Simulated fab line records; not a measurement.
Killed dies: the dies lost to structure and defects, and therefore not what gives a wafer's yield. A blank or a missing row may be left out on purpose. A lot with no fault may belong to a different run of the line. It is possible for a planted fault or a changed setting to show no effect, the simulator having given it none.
fab line records	flow nandHarc
[record] lots = 13	wafers = 39	lastDay = 33
route steps=1302 shown P_BONDPAD@375 THIN_TSV@1270 END@1302
lots untouched by any fault: they come from a run of this same line in which no faults occurred
startH: hours from the record's first day to the start of the lot's first wafer shown	waitH: hours elapsed since this lot's preceding step	" identical to the entry in the row above	L1.1+2: a single row standing in for several wafers	- either no value or no given start	* or withheld: withheld	< > ~ a bound
route shown NAME@n: names a module that has steps shown in the file, with the first one's number in the route	usual: average and standard deviation across the fault-free wafers	same: alike in all rows	chamber/n: place in a boat	sites: the reading at each site	_std_site: how widely they spread, as a standard deviation	_edge_site: the outer-site mean with the inner-site mean subtracted	radiusMm: how far each site lies from the wafer's centre	mask NAME#n: copy n	behind: the last tool/chamber to shape the wafer	hold: the reason the lot was held/the length of the hold in hours/how it ended	device: the transistor (n, p or np) that didn't switch	end of line: at the end of the route, the tests of the same wafers	a step with no rows: only its recipe	killed: dies that structure and defects cost at the first sort, which is not the same as the wafer's yield	map: the dies of a wafer, with x for killed, . for not killed, _ for no die there
set.NAME: the setting that was run; set.NAME@STEP: the one run at that earlier step	model.NAME: the simulator's own value behind a step, which no gauge read
one table for each step of the route and one row for each wafer, over a sample of lots
services: a tool's chamber out of use, with start hour (startH, from the record's first day; less than 0 if before it), hours out, and reason
[[steps]]
[step NHARC_P_BONDPAD_PRE_CLEAN_26]
[recipe] timeS = 30	tempC = 280	gas = H2/He
[usual] heaterPowerW = 423/38	susceptorTempC = 279.98/0.18
[same] timeS = 30
lot.wafer	tool	chamber	startH	waitH	heaterPowerW	susceptorTempC
L926.3	pvdSputter-03	-	134.66	-	364	-
L926.2	"	-	"	"	379	-
L926.6	"	-	"	"	495	-
L927.2	pvdSputter-01	-	140.02	-	471	279.89
L927.4	"	-	"	"	405	279.70
L927.5	"	-	"	"	486	279.50
L928.2	pvdSputter-01	-	158.07	-	412	280.06
L928.6	"	-	"	"	411	279.91
L928.5	"	-	"	"	423	279.79
L930.4	pvdSputter-01	-	175.80	-	402	280.13
L930.1	"	-	"	"	414	279.85
L930.2	"	-	"	"	428	279.70
L931.3	pvdSputter-03	-	180.81	-	457	279.76
L931.2	"	-	"	"	377	279.91
L931.5	"	-	"	"	463	279.64
L932.3	pvdSputter-03	-	198.45	-	500	280.12
L932.6	"	-	"	"	377	280.00
L932.5	"	-	"	"	501	279.90
L933.1	pvdSputter-01	-	206.69	-	404	-
L933.3	"	-	"	"	407	-
L933.5	"	-	"	"	398	-
L934.4	pvdSputter-03	-	220.55	-	442	280.00
L934.5	"	-	"	"	481	279.99
L934.6	"	-	"	"	456	279.91
L937.3	pvdSputter-03	-	243.11	-	373	280.00
L937.4	"	-	"	"	483	280.26
L937.5	"	-	"	"	364	280.12
L945.3	pvdSputter-01	-	326.22	-	402	-
L945.4	"	-	"	"	415	-
L945.2	"	-	"	"	424	-
L946.4	pvdSputter-03	-	337.00	-	458	280.11
L946.2	"	-	"	"	498	279.87
L946.5	"	-	"	"	459	279.89
L947.2	pvdSputter-01	-	345.83	-	405	280.21
L947.4	"	-	"	"	416	280.02
L947.1	"	-	"	"	474	280.17
L949.2	pvdSputter-01	-	372.67	-	412	279.85
L949.1	"	-	"	"	410	280.08
L949.5	"	-	"	"	415	280.16
[step NHARC_THIN_TSV_DEGAS_49]
[recipe] tempC = 300	timeS = 120
[usual] heaterPowerW = 473/49	susceptorTempC = 299.97/0.21
[same] timeS = 120
lot.wafer	tool	chamber	startH	waitH	heaterPowerW	susceptorTempC
L927.4	pvdSputter-02	-	558.23	0.1	450	300.21
L927.2	"	-	"	"	456	299.69
L927.5	"	-	"	"	398	300.04
L926.3	pvdSputter-02	-	560.04	0.1	397	300.15
L926.2	"	-	"	"	452	299.90
L926.6	"	-	"	"	448	300.27
L928.2	pvdSputter-03	-	572.88	0.2	414	-
L928.6	"	-	"	"	544	-
L928.5	"	-	"	"	532	-
L930.1	pvdSputter-03	-	576.39	0.2	411	-
L930.2	"	-	"	"	552	-
L930.4	"	-	"	"	533	-
L931.3	pvdSputter-03	-	585.10	0.1	444	300.18
L931.2	"	-	"	"	423	299.78
L931.5	"	-	"	"	548	299.79
L933.1	pvdSputter-03	-	617.19	0.1	551	299.86
L933.3	"	-	"	"	538	299.54
L933.5	"	-	"	"	403	299.94
L932.3	pvdSputter-01	-	622.05	0.1	545	299.75
L932.6	"	-	"	"	469	300.04
L932.5	"	-	"	"	493	300.23
L934.4	pvdSputter-01	-	645.76	0.1	538	300.04
L934.6	"	-	"	"	539	299.92
L934.5	"	-	"	"	477	300.08
L937.3	pvdSputter-02	-	669.97	0.1	479	-
L937.4	"	-	"	"	462	-
L937.5	"	-	"	"	482	-
L945.3	pvdSputter-02	-	734.38	0.1	402	299.81
L945.4	"	-	"	"	487	299.75
L945.2	"	-	"	"	473	299.59
L947.4	pvdSputter-02	-	770.75	0.1	409	299.94
L947.2	"	-	"	"	488	300.12
L947.1	"	-	"	"	459	299.77
L946.2	pvdSputter-02	-	772.51	0.1	485	299.98
L946.4	"	-	"	"	425	299.91
L946.5	"	-	"	"	459	299.74
L949.2	pvdSputter-01	-	780.74	0.1	474	299.67
L949.1	"	-	"	"	499	300.15
L949.5	"	-	"	"	537	299.91
[step NHARC_THIN_TSV_ANNEAL_52]
[recipe] tempC = 225	timeS = 90
[usual] wafer_temp_C_max = 226.3/0.47
[same] timeS = 90
lot.wafer	tool	chamber	startH	waitH	wafer_temp_C_max
L927.2	rtpAnneal-02	0	559.47	0.7	225.7
L927.4	"	0	"	"	226.2
L927.5	"	0	"	"	226.0
L926.2	rtpAnneal-01	0	561.25	0.6	226.9
L926.3	"	0	"	"	227.0
L926.6	"	0	"	"	226.8
L928.2	rtpAnneal-02	0	574.12	0.6	226.3
L928.5	"	0	"	"	225.8
L928.6	"	0	"	"	226.1
L930.1	rtpAnneal-02	0	577.57	0.5	226.2
L930.2	"	0	"	"	225.7
L930.4	"	0	"	"	226.1
L931.2	rtpAnneal-01	0	586.31	0.6	226.5
L931.3	"	0	"	"	226.8
L931.5	"	0	"	"	226.9
L933.1	rtpAnneal-02	0	618.36	0.5	226.0
L933.3	"	0	"	"	225.8
L933.5	"	0	"	"	225.9
L932.3	rtpAnneal-02	0	623.32	0.4	225.9
L932.5	"	0	"	"	225.7
L932.6	"	0	"	"	226.1
L934.4	rtpAnneal-02	0	647.28	0.6	225.9
L934.5	"	0	"	"	225.5
L934.6	"	0	"	"	226.6
L937.3	rtpAnneal-01	0	671.24	0.4	226.8
L937.4	"	0	"	"	226.7
L937.5	"	0	"	"	227.1
L945.2	rtpAnneal-01	0	735.63	0.6	226.4
L945.3	"	0	"	"	227.1
L945.4	"	0	"	"	226.2
L947.1	rtpAnneal-01	0	771.93	0.6	226.9
L947.2	"	0	"	"	226.6
L947.4	"	0	"	"	226.3
L946.2	rtpAnneal-01	0	773.74	0.7	226.2
L946.4	"	0	"	"	226.7
L946.5	"	0	"	"	226.3
L949.1	rtpAnneal-01	0	781.91	0.5	227.0
L949.2	"	0	"	"	226.6
L949.5	"	0	"	"	226.8
[step NHARC_THIN_TSV_CD_MEAS_33]
[recipe] targetCdNm = 5000	landingEnergyEv = 500
[usual] cdNm = 5000.2/1.4
lot.wafer	tool	chamber	startH	waitH	cdNm
L927.2	cdSem-02	0	561.37	-	4999.7
L927.4	"	0	"	"	4999.7
L927.5	"	0	"	"	5000.0
L926.2	cdSem-02	0	563.14	-	5000.1
L926.3	"	0	"	"	4999.9
L926.6	"	0	"	"	4998.2
L928.2	cdSem-02	0	576.01	-	5000.3
L928.5	"	0	"	"	5001.2
L928.6	"	0	"	"	5001.7
L930.1	cdSem-02	0	579.51	-	5002.1
L930.2	"	0	"	"	4999.2
L930.4	"	0	"	"	4998.4
L931.2	cdSem-02	0	588.08	-	5000.0
L931.3	"	0	"	"	4998.9
L931.5	"	0	"	"	4999.8
L933.1	cdSem-02	0	620.30	-	4998.3
L933.3	"	0	"	"	4998.4
L933.5	"	0	"	"	5000.7
L932.3	cdSem-02	0	625.16	-	4998.3
L932.5	"	0	"	"	4998.3
L932.6	"	0	"	"	5000.1
L934.4	cdSem-03	0	649.09	-	5000.1
L934.5	"	0	"	"	5002.4
L934.6	"	0	"	"	4999.8
L937.3	cdSem-02	0	673.10	-	4999.8
L937.4	"	0	"	"	5001.0
L937.5	"	0	"	"	4999.9
L945.2	cdSem-02	0	737.52	-	5000.5
L945.3	"	0	"	"	5001.8
L945.4	"	0	"	"	5000.2
L947.1	cdSem-01	0	773.76	-	4998.1
L947.2	"	0	"	"	5000.5
L947.4	"	0	"	"	5000.1
L946.2	cdSem-02	0	775.72	-	5000.7
L946.4	"	0	"	"	5004.2
L946.5	"	0	"	"	5003.6
L949.1	cdSem-03	0	783.85	-	4999.2
L949.2	"	0	"	"	5001.2
L949.5	"	0	"	"	4999.8
[step NHARC_END_SORT_01]
[recipe] tempC = 25
[usual] defectLimitedYield = 90.7/2.6	killedAtArray = 59/17	killedAtOther = 0.7/0.9	killedAtPeriphery = 3.6/2.3	killedDies = 63/18	killedOpen = 3.4/1.9	killedShort = 2.6/1.7
[same] grossDies = 677
lot.wafer	tool	chamber	startH	waitH	defectLimitedYield[%]	killedAtArray	killedAtOther	killedAtPeriphery	killedDies	killedOpen	killedShort
L927.2	prober-02	0	571.32	2.8	88.5	74	0	4	78	2	3
L927.4	prober-02	0	572.86	3.3	89.4	67	0	5	72	8	0
L927.5	prober-02	0	573.63	3.6	88.9	70	0	5	75	3	1
L926.2	prober-01	0	571.34	2.8	90.1	64	0	3	67	3	7
L926.3	prober-01	0	572.15	3.1	92.2	53	0	0	53	3	1
L926.6	prober-01	0	574.57	4.0	91.1	55	0	5	60	4	4
L928.2	prober-02	0	585.93	2.8	90.8	60	1	1	62	6	3
L928.5	prober-02	0	588.30	3.7	91.3	58	0	1	59	2	6
L928.6	prober-02	0	589.09	4.0	93.6	42	0	1	43	2	1
L930.1	prober-02	0	592.88	2.5	93.2	43	2	1	46	2	2
L930.2	prober-02	0	593.68	2.8	92.3	49	0	3	52	4	1
L930.4	prober-02	0	595.28	3.4	91.9	51	0	4	55	5	5
L931.2	prober-01	0	598.96	2.8	88.3	76	1	2	79	3	4
L931.3	prober-01	0	599.76	3.1	86.9	86	2	1	89	3	9
L931.5	prober-01	0	601.36	3.7	90.4	63	2	0	65	2	0
L933.1	prober-02	0	630.03	2.5	87.9	75	1	6	82	5	4
L933.3	prober-02	0	631.65	3.1	86.3	87	1	5	93	5	3
L933.5	prober-02	0	633.27	3.7	87.1	79	2	6	87	2	1
L932.3	prober-01	0	635.92	3.1	91.0	57	0	4	61	7	2
L932.5	prober-01	0	637.53	3.7	89.2	67	1	5	73	3	2
L932.6	prober-01	0	638.33	4.0	90.3	61	0	5	66	2	2
L934.4	prober-01	0	660.47	3.4	87.1	79	1	7	87	3	4
L934.5	prober-01	0	661.28	3.7	85.2	92	2	6	100	6	2
L934.6	prober-01	0	662.08	4.0	86.3	86	0	7	93	3	2
L937.3	prober-01	0	684.30	3.1	93.1	43	0	4	47	3	3
L937.4	prober-01	0	685.10	3.4	79.8	59	0	78	137	5	4
L937.5	prober-01	0	685.89	3.7	91.0	61	0	0	61	2	4
L945.2	prober-02	0	745.22	2.8	90.8	55	0	7	62	1	1
L945.3	prober-02	0	746.01	3.1	91.1	51	2	7	60	7	2
L945.4	prober-02	0	746.81	3.4	92.6	46	0	4	50	0	1
L947.1	prober-01	0	783.34	2.5	91.7	53	2	1	56	1	2
L947.2	prober-01	0	784.15	2.8	87.7	75	5	3	83	6	5
L947.4	prober-01	0	785.75	3.4	91.6	52	1	4	57	3	6
L946.2	prober-02	0	784.24	2.8	94.1	37	1	2	40	2	6
L946.4	prober-02	0	785.82	3.4	95.0	31	2	1	34	5	3
L946.5	prober-02	0	786.61	3.7	94.5	33	3	1	37	4	1
L949.1	prober-01	0	799.06	2.5	89.4	69	0	3	72	0	4
L949.2	prober-01	0	799.86	2.8	91.1	58	1	1	60	6	3
L949.5	prober-01	0	802.25	3.7	90.3	64	0	2	66	1	1
// killed by level:class
L927.2 A_CHANNEL_HOLE_D1:chamberFilmFlake=32 A_SLIT:chamberFilmFlake=21 A_CHANNEL_HOLE_D2:chamberFilmFlake=9 A_WL_FILL:chamberFilmFlake=3 A_M0:geometricParticle:open=2 P_ZERO_WELL:chamberFilmFlake=2 A_CHANNEL_FILL_D2:chamberFilmFlake=2 A_CONTACT:chamberFilmFlake=2
L926.2 A_CHANNEL_HOLE_D2:chamberFilmFlake=37 A_CONTACT:chamberFilmFlake=8 A_SGD_CUT:chamberFilmFlake=3 A_ONON_D2:geometricParticle:short=2 A_CHANNEL_HOLE_D1:chamberFilmFlake=2 P_CONTACT:geometricParticle:short=1 P_M0:geometricParticle:short=1 A_CHANNEL_HOLE_D1:geometricParticle:short=1
L926.3 A_CHANNEL_HOLE_D2:chamberFilmFlake=31 A_CONTACT:chamberFilmFlake=7 A_CHANNEL_HOLE_D1:chamberFilmFlake=3 A_CHANNEL_FILL_D1:chamberFilmFlake=3 A_ONON_D2:geometricParticle:open=2 A_ZERO_WELL:chamberFilmFlake=2 A_CHANNEL_FILL_D2:geometricParticle:open=1 A_SGD_CUT:geometricParticle:short=1
L927.4 A_CHANNEL_HOLE_D1:chamberFilmFlake=27 A_SLIT:chamberFilmFlake=24 A_CONTACT:chamberFilmFlake=4 A_CHANNEL_HOLE_D2:chamberFilmFlake=3 P_ZERO_WELL:chamberFilmFlake=2 P_STI:geometricParticle:open=1 P_M1:geometricParticle:open=1 A_DECK1_JOINT:geometricParticle:open=1
L927.5 A_CHANNEL_HOLE_D1:chamberFilmFlake=36 A_SLIT:chamberFilmFlake=24 A_CHANNEL_HOLE_D2:chamberFilmFlake=3 P_STI:chamberFilmFlake=2 A_CONTACT:chamberFilmFlake=2 P_STI:geometricParticle:open=1 P_M0:geometricParticle:open=1 A_ONON_D1:geometricParticle:short=1
L926.6 A_CHANNEL_HOLE_D2:chamberFilmFlake=32 A_CONTACT:chamberFilmFlake=11 A_CHANNEL_FILL_D2:geometricParticle:short=2 P_CONTACT:geometricParticle:open=1 P_CONTACT:geometricParticle:short=1 P_M1:geometricParticle:open=1 A_SOURCE_PLATE:geometricParticle:open=1 A_SGD_CUT:geometricParticle:short=1
L928.2 A_SLIT:chamberFilmFlake=33 A_CHANNEL_HOLE_D2:chamberFilmFlake=12 A_CHANNEL_HOLE_D1:chamberFilmFlake=3 A_STAIRCASE:chamberFilmFlake=3 A_ONON_D2:geometricParticle:open=2 P_CONTACT:geometricParticle:open=1 A_SOURCE_PLATE:geometricParticle:open=1 A_SOURCE_PLATE:geometricParticle:short=1
L928.5 A_SLIT:chamberFilmFlake=31 A_CHANNEL_HOLE_D2:chamberFilmFlake=15 A_CONTACT:chamberFilmFlake=3 A_ONON_D2:geometricParticle:short=2 A_STAIRCASE:chamberFilmFlake=2 P_M0:geometricParticle:short=1 A_CHANNEL_FILL_D2:geometricParticle:short=1 A_WL_FILL:geometricParticle:short=1
L928.6 A_SLIT:chamberFilmFlake=20 A_CHANNEL_HOLE_D2:chamberFilmFlake=14 A_CHANNEL_HOLE_D1:chamberFilmFlake=3 P_GATE:geometricParticle:open=1 A_ONON_D2:geometricParticle:open=1 A_M0:geometricParticle:short=1 A_DECK1_JOINT:chamberFilmFlake=1 A_STAIRCASE:chamberFilmFlake=1
L930.1 A_CHANNEL_HOLE_D2:chamberFilmFlake=29 A_CHANNEL_HOLE_D1:chamberFilmFlake=3 A_CONTACT:chamberFilmFlake=3 A_M1:chamberFilmFlake=3 A_CHANNEL_HOLE_D1:geometricParticle:short=1 A_ONON_D2:geometricParticle:open=1 A_WL_FILL:geometricParticle:short=1 P_CONTACT:chamberFilmFlake=1
L930.2 A_CHANNEL_HOLE_D2:chamberFilmFlake=40 A_M0:geometricParticle:open=3 A_CHANNEL_FILL_D1:chamberFilmFlake=2 P_CONTACT:geometricParticle:open=1 A_CHANNEL_FILL_D1:geometricParticle:short=1 P_ZERO_WELL:chamberFilmFlake=1 P_BONDPAD:chamberFilmFlake=1 A_CHANNEL_HOLE_D1:chamberFilmFlake=1
L930.4 A_CHANNEL_HOLE_D2:chamberFilmFlake=38 P_CONTACT:geometricParticle:open=2 A_STAIRCASE:chamberFilmFlake=2 P_CONTACT:geometricParticle:short=1 P_BONDPAD:geometricParticle:short=1 A_CHANNEL_HOLE_D1:geometricParticle:open=1 A_CHANNEL_FILL_D1:geometricParticle:open=1 A_CHANNEL_FILL_D1:geometricParticle:short=1
L931.2 A_CHANNEL_HOLE_D1:chamberFilmFlake=32 A_SLIT:chamberFilmFlake=17 A_CHANNEL_HOLE_D2:chamberFilmFlake=12 A_STAIRCASE:chamberFilmFlake=4 A_WL_FILL:geometricParticle:short=2 P_CONTACT:geometricParticle:open=1 P_M0:geometricParticle:open=1 A_ONON_D1:geometricParticle:short=1
L931.3 A_CHANNEL_HOLE_D1:chamberFilmFlake=35 A_SLIT:chamberFilmFlake=28 A_CHANNEL_HOLE_D2:chamberFilmFlake=9 A_WL_FILL:geometricParticle:short=5 A_ONON_D2:geometricParticle:short=2 THIN_TSV:chamberFilmFlake=2 P_CONTACT:geometricParticle:open=1 A_CHANNEL_FILL_D1:geometricParticle:open=1
L931.5 A_CHANNEL_HOLE_D1:chamberFilmFlake=24 A_SLIT:chamberFilmFlake=19 A_CHANNEL_HOLE_D2:chamberFilmFlake=9 A_STAIRCASE:chamberFilmFlake=3 A_ZERO_WELL:chamberFilmFlake=2 A_CHANNEL_FILL_D1:chamberFilmFlake=2 THIN_TSV:chamberFilmFlake=2 A_CONTACT:geometricParticle:open=1
L933.1 A_CHANNEL_HOLE_D2:chamberFilmFlake=33 A_CHANNEL_HOLE_D1:chamberFilmFlake=30 P_M0:geometricParticle:open=2 A_WL_FILL:geometricParticle:short=2 P_GATE:chamberFilmFlake=2 P_BONDPAD:chamberFilmFlake=2 A_ZERO_WELL:chamberFilmFlake=2 A_CONTACT:chamberFilmFlake=2
L933.3 A_CHANNEL_HOLE_D1:chamberFilmFlake=36 A_CHANNEL_HOLE_D2:chamberFilmFlake=34 P_M0:geometricParticle:open=3 A_ZERO_WELL:chamberFilmFlake=3 A_WL_FILL:chamberFilmFlake=3 A_CONTACT:chamberFilmFlake=3 A_WL_FILL:geometricParticle:short=2 P_GATE:chamberFilmFlake=2
L933.5 A_CHANNEL_HOLE_D1:chamberFilmFlake=40 A_CHANNEL_HOLE_D2:chamberFilmFlake=31 A_CONTACT:chamberFilmFlake=3 P_BONDPAD:chamberFilmFlake=2 THIN_TSV:chamberFilmFlake=2 A_STAIRCASE:chamberFilmFlake=2 P_M1:geometricParticle:open=1 A_ONON_D2:geometricParticle:short=1
L932.3 A_SLIT:chamberFilmFlake=32 A_CHANNEL_HOLE_D2:chamberFilmFlake=12 A_CHANNEL_HOLE_D1:chamberFilmFlake=3 A_CONTACT:chamberFilmFlake=3 P_M0:geometricParticle:open=2 A_ONON_D1:geometricParticle:open=2 P_STI:geometricParticle:short=1 P_GATE:geometricParticle:open=1
L932.5 A_SLIT:chamberFilmFlake=36 A_CHANNEL_HOLE_D2:chamberFilmFlake=8 A_CHANNEL_HOLE_D1:chamberFilmFlake=6 A_CONTACT:chamberFilmFlake=5 A_STAIRCASE:chamberFilmFlake=4 A_WL_FILL:chamberFilmFlake=3 P_M2:geometricParticle:short=1 A_CHANNEL_FILL_D1:geometricParticle:open=1
L932.6 A_SLIT:chamberFilmFlake=29 A_CHANNEL_HOLE_D2:chamberFilmFlake=22 P_BONDPAD:chamberFilmFlake=3 P_ZERO_WELL:chamberFilmFlake=2 A_CHANNEL_HOLE_D1:chamberFilmFlake=2 A_CONTACT:chamberFilmFlake=2 A_ONON_D2:geometricParticle:open=1 A_CHANNEL_HOLE_D2:geometricParticle:open=1
L934.4 A_CHANNEL_HOLE_D1:chamberFilmFlake=34 A_SLIT:chamberFilmFlake=24 A_CHANNEL_HOLE_D2:chamberFilmFlake=10 P_CONTACT:chamberFilmFlake=3 A_ONON_D2:geometricParticle:short=2 A_BLC:geometricParticle:open=2 A_STAIRCASE:chamberFilmFlake=2 A_CONTACT:chamberFilmFlake=2
L934.5 A_CHANNEL_HOLE_D1:chamberFilmFlake=43 A_SLIT:chamberFilmFlake=22 A_CHANNEL_HOLE_D2:chamberFilmFlake=14 A_CONTACT:chamberFilmFlake=3 A_CHANNEL_FILL_D2:geometricParticle:open=2 P_ZERO_WELL:chamberFilmFlake=2 P_CONTACT:chamberFilmFlake=2 A_M1:chamberFilmFlake=2
L934.6 A_CHANNEL_HOLE_D1:chamberFilmFlake=29 A_SLIT:chamberFilmFlake=28 A_CHANNEL_HOLE_D2:chamberFilmFlake=16 A_CONTACT:chamberFilmFlake=5 P_ZERO_WELL:chamberFilmFlake=4 P_CONTACT:chamberFilmFlake=3 A_M1:chamberFilmFlake=3 A_ONON_D1:geometricParticle:open=1
L937.3 A_CHANNEL_HOLE_D1:chamberFilmFlake=27 A_CONTACT:chamberFilmFlake=6 A_SLIT:chamberFilmFlake=3 A_CHANNEL_HOLE_D2:unspecified=2 P_STI:geometricParticle:short=1 P_CONTACT:geometricParticle:open=1 P_M0:geometricParticle:open=1 A_SOURCE_PLATE:geometricParticle:short=1
L937.4 P_BONDPAD:unspecified=74 A_CHANNEL_HOLE_D1:chamberFilmFlake=35 A_CONTACT:chamberFilmFlake=11 A_ONON_D1:geometricParticle:open=2 A_M0:geometricParticle:short=2 A_ZERO_WELL:chamberFilmFlake=2 A_STAIRCASE:chamberFilmFlake=2 P_GATE:geometricParticle:open=1
L937.5 A_CHANNEL_HOLE_D1:chamberFilmFlake=32 A_STAIRCASE:chamberFilmFlake=6 A_CHANNEL_HOLE_D2:chamberFilmFlake=5 A_SLIT:chamberFilmFlake=4 A_CONTACT:chamberFilmFlake=4 A_ONON_D2:geometricParticle:short=2 A_CHANNEL_HOLE_D2:unspecified=2 A_CHANNEL_FILL_D1:geometricParticle:short=1
L945.2 A_CHANNEL_HOLE_D2:chamberFilmFlake=26 A_CHANNEL_HOLE_D1:chamberFilmFlake=17 A_SLIT:chamberFilmFlake=7 P_CONTACT:chamberFilmFlake=4 P_GATE:chamberFilmFlake=2 A_CHANNEL_HOLE_D2:geometricParticle:short=1 A_SGD_CUT:geometricParticle:open=1 P_STI:chamberFilmFlake=1
L945.3 A_CHANNEL_HOLE_D2:chamberFilmFlake=25 A_CHANNEL_HOLE_D1:chamberFilmFlake=11 A_M0:geometricParticle:open=3 P_GATE:chamberFilmFlake=3 P_CONTACT:chamberFilmFlake=3 A_CHANNEL_FILL_D1:geometricParticle:open=2 A_SLIT:chamberFilmFlake=2 A_WL_FILL:chamberFilmFlake=2
L945.4 A_CHANNEL_HOLE_D2:chamberFilmFlake=24 A_SLIT:chamberFilmFlake=8 A_CHANNEL_HOLE_D1:chamberFilmFlake=7 P_CONTACT:chamberFilmFlake=3 A_CONTACT:chamberFilmFlake=3 A_STAIRCASE:geometricParticle:short=1 P_STI:chamberFilmFlake=1 A_CHANNEL_FILL_D1:chamberFilmFlake=1
L947.1 A_CHANNEL_HOLE_D2:chamberFilmFlake=21 A_SLIT:chamberFilmFlake=16 A_CHANNEL_HOLE_D1:chamberFilmFlake=5 A_CONTACT:chamberFilmFlake=5 A_STAIRCASE:chamberFilmFlake=2 THIN_TSV:chamberFilmFlake=2 A_CHANNEL_FILL_D1:geometricParticle:short=1 A_CHANNEL_FILL_D2:geometricParticle:short=1
L947.2 A_SLIT:chamberFilmFlake=23 A_CHANNEL_HOLE_D2:chamberFilmFlake=17 A_CHANNEL_HOLE_D1:chamberFilmFlake=13 A_CONTACT:chamberFilmFlake=9 THIN_TSV:chamberFilmFlake=4 A_STAIRCASE:chamberFilmFlake=3 A_ONON_D1:geometricParticle:open=2 P_CONTACT:geometricParticle:open=1
L946.2 A_CHANNEL_HOLE_D1:chamberFilmFlake=12 A_SLIT:chamberFilmFlake=8 A_STAIRCASE:chamberFilmFlake=6 A_CHANNEL_FILL_D1:chamberFilmFlake=2 A_CONTACT:chamberFilmFlake=2 A_CHANNEL_FILL_D1:geometricParticle:open=1 A_DECK1_JOINT:geometricParticle:short=1 A_DECK1_JOINT:geometricParticle:open=1
L947.4 A_SLIT:chamberFilmFlake=22 A_CHANNEL_HOLE_D2:chamberFilmFlake=16 A_CONTACT:chamberFilmFlake=3 A_CHANNEL_FILL_D2:geometricParticle:short=2 P_STI:chamberFilmFlake=2 A_CHANNEL_HOLE_D1:chamberFilmFlake=2 P_GATE:geometricParticle:short=1 P_CONTACT:geometricParticle:short=1
L946.4 A_CHANNEL_HOLE_D1:chamberFilmFlake=14 A_SLIT:chamberFilmFlake=5 A_STAIRCASE:chamberFilmFlake=3 THIN_TSV:chamberFilmFlake=2 P_GATE:geometricParticle:short=1 A_DECK1_JOINT:geometricParticle:short=1 A_ONON_D1:geometricParticle:short=1 A_CHANNEL_FILL_D1:geometricParticle:open=1
L946.5 A_CHANNEL_HOLE_D1:chamberFilmFlake=16 A_SLIT:chamberFilmFlake=5 A_STAIRCASE:chamberFilmFlake=3 A_M0:geometricParticle:open=2 THIN_TSV:chamberFilmFlake=2 A_CHANNEL_HOLE_D2:geometricParticle:open=1 A_WL_FILL:geometricParticle:open=1 STARTING-WAFER:geometricParticle:short=1
L949.1 A_CHANNEL_HOLE_D2:chamberFilmFlake=42 A_SLIT:chamberFilmFlake=9 A_CHANNEL_HOLE_D1:chamberFilmFlake=8 A_STAIRCASE:chamberFilmFlake=4 P_M2:chamberFilmFlake=2 A_CONTACT:chamberFilmFlake=2 P_M0:geometricParticle:short=1 A_CHANNEL_FILL_D2:geometricParticle:short=1
L949.2 A_CHANNEL_HOLE_D2:chamberFilmFlake=25 A_CHANNEL_HOLE_D1:chamberFilmFlake=11 A_SLIT:chamberFilmFlake=10 A_WL_FILL:geometricParticle:open=3 A_WL_FILL:geometricParticle:short=2 A_CONTACT:chamberFilmFlake=2 P_CONTACT:geometricParticle:short=1 A_ONON_D2:geometricParticle:open=1
L949.5 A_CHANNEL_HOLE_D2:chamberFilmFlake=34 A_CHANNEL_HOLE_D1:chamberFilmFlake=21 A_SLIT:chamberFilmFlake=3 A_STAIRCASE:chamberFilmFlake=2 A_CONTACT:chamberFilmFlake=2 P_STI:geometricParticle:short=1 A_M0:geometricParticle:open=1 P_GATE:chamberFilmFlake=1
[[services]]
tool	chamber	startH	hours	kind
pvdSputter-02	-	118.18	28.7	repair
pvdSputter-03	-	160.50	3.6	repair
pvdSputter-03	-	170.00	10.0	pm
pvdSputter-03	-	181.10	6.1	repair
pvdSputter-01	-	234.74	10.0	pm
pvdSputter-01	-	247.48	7.4	repair
pvdSputter-02	-	282.00	10.0	pm
pvdSputter-03	-	344.74	35.2	repair
rtpAnneal-01	-	372.00	12.0	pm
pvdSputter-01	-	412.74	10.0	pm
pvdSputter-02	-	460.00	10.0	pm
pvdSputter-01	-	482.34	0.9	repair
pvdSputter-03	-	557.91	10.0	pm
pvdSputter-01	-	590.74	10.0	pm
pvdSputter-02	-	632.49	0.8	repair
pvdSputter-02	-	638.00	10.0	pm
pvdSputter-03	-	663.78	3.1	repair
pvdSputter-03	-	668.05	2.3	repair
pvdSputter-01	-	692.01	0.8	repair
pvdSputter-01	-	718.81	1.5	repair
pvdSputter-03	-	735.91	10.0	pm
rtpAnneal-02	-	744.00	12.0	pm
pvdSputter-01	-	768.78	10.0	pm
[[key]]
[firstSign] step = NHARC_END_SORT_01	reading = killedAtPeriphery	direction = up	sigmas = 33	usual = 3.6	struck = 78
[effect] step = NHARC_END_SORT_01	reading = killedDies	direction = up	sigmas = 4.2	usual = 63	struck = 137
[moreKillsBornAt] NHARC_P_BONDPAD_PRE_CLEAN_26@pvdSputter-03 = 74
metAt NHARC_P_BONDPAD_PRE_CLEAN_26
struckLots L937
struckWafers L937.4
notActingAt NHARC_THIN_TSV_DEGAS_49,NHARC_THIN_TSV_ANNEAL_52,NHARC_THIN_TSV_CD_MEAS_33
onsetBetween 220.55 243.11
[fault] kind = chamberParticleSource	tool = pvdSputter-03	chamber = -	onsetH = 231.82	steps = NHARC_P_BONDPAD_PRE_CLEAN_26	ratePerVisitCm2 = 0.60265	endH = 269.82	scope = struckWafersOnly
